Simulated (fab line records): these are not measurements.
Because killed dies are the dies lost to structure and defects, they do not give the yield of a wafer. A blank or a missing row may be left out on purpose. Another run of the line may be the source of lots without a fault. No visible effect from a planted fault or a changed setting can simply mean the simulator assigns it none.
Code-filled problem report in 8D (eight disciplines) form / flow n5 finfet / the parts of the form that need people (team, actions taken, sign-off) are left out

## 1. PROBLEM STATEMENT
Mean of run length s at N5_BEOL_M1_VIA_ETCH_34: 92.8 s across 2 wafers in 2 lots; on wafers with no fault it is 87.8 s (standard deviation 0.39). That puts it +13 standard deviations away from the usual mean.
The step: etches the open film in C4F6/O2, target depth 67.8 nm, time 64.4 s.
Seen first at day 9 15:27 on rie diel-02, wafer L147.6. Wafers with a number at this step in the record: 16, from 6 lots. Rule for "out", or "out of limits": more than 4 standard deviations from the usual mean. The rest of the wafers with a number are treated as sound.

## 2. WHAT IT IS, AND WHAT IT ISN'T
question=which readings at this step | is=run length s | is not=drypump motor current A, mfc ar sccm, oes product au, rf fwd power W, rf vpp V, showerhead plenum p Torr, throttle valve pct
question=which lots | is=L147, L150 | is not=L136, L139, L153, L156
question=which wafers of those lots | is=L147.6, L150.5 | is not=L147.3, L150.2
question=read on which tools | is=rie diel-02 | is not=rie diel-03, rie diel-04
question=when | is=from day 9 15:27 | is not=up to then (7 sound wafers); but 7 sound wafers of L150, L153, L156 came after

## 3. WHAT RULES OUT EACH SUSPECT
Counting: a tool at a process step up to the reading stays a suspect if it ran every lot that is out. Sound lots after the first of them don't rule it out here, since some wafers of a struck lot are sound.
- rie diel-02 at N5_BEOL_M1_ETCHBACK_99 (etches SiO2 in CHF3, target depth 5 nm, time 10.4 s): kept. Every lot that is out went through it, the first being L147 (day 9 15:19); the last sound lot it ran before that was L136 (day 7 02:38).
- rie diel-02 at N5_BEOL_M1_ETCH_70 (etches SOC in N2/H2, target depth 80 nm, overetch 16 nm, time 120 s): kept. Every lot that is out went through it, the first being L147 (day 9 15:21); the last sound lot it ran before that was L136 (day 7 02:40).
- rie diel-02 at N5_BEOL_M1_VIA_ETCH_34 (etches the open film in C4F6/O2, target depth 67.8 nm, time 64.4 s): kept. Every lot that is out went through it, the first being L147 (day 9 15:27); the last sound lot it ran before that was L136 (day 7 02:46). Its own run length s readings are out on those wafers.
Left after counting: rie diel-02 at N5_BEOL_M1_ETCHBACK_99, rie diel-02 at N5_BEOL_M1_ETCH_70, rie diel-02 at N5_BEOL_M1_VIA_ETCH_34.

## 4. THE CAUSE (what the simulator had put in)
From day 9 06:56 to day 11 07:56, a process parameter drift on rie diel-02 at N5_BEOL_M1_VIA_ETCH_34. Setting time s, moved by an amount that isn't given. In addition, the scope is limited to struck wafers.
Counting left 3 suspects, and this tool is among them.

## 5. THE EFFECT CHAIN, in route order
Each row: a reading whose mean over the struck wafers that have a number lies more than 3 standard deviations from the usual. Readings are gone through only where the record gives a usual standard deviation; hours: the median, over the lots, of the time from a lot's start at the first step in this table giving one to that lot's start at this step; sigmas: the change measured in usual standard deviations.
hours=0; step=N5_BEOL_M1_VIA_ETCH_34; reading=run length s; usual=87.8 s; on struck wafers=92.8; change=+5.0; sigmas=+13
hours=151; step=N5_PASSIVATION_PROBE_49; reading=killed at front end; usual=38; on struck wafers=85; change=+47; sigmas=+4.3
Here are the process steps it includes:
- N5_BEOL_M1_VIA_ETCH_34: etches the open film in C4F6/O2, target depth 67.8 nm, time 64.4 s.
- N5_PASSIVATION_PROBE_49
At these later measuring or inspecting steps, every struck wafer for which the step has a row has a number for every such reading, and none has moved that far: N5_BEOL_M4_RC_MEAS_101.

## 6. WHAT WOULD HAVE CAUGHT IT SOONER
In this record the first reading out of limits was taken at day 9 15:27, 9 hours after the fault began at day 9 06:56.
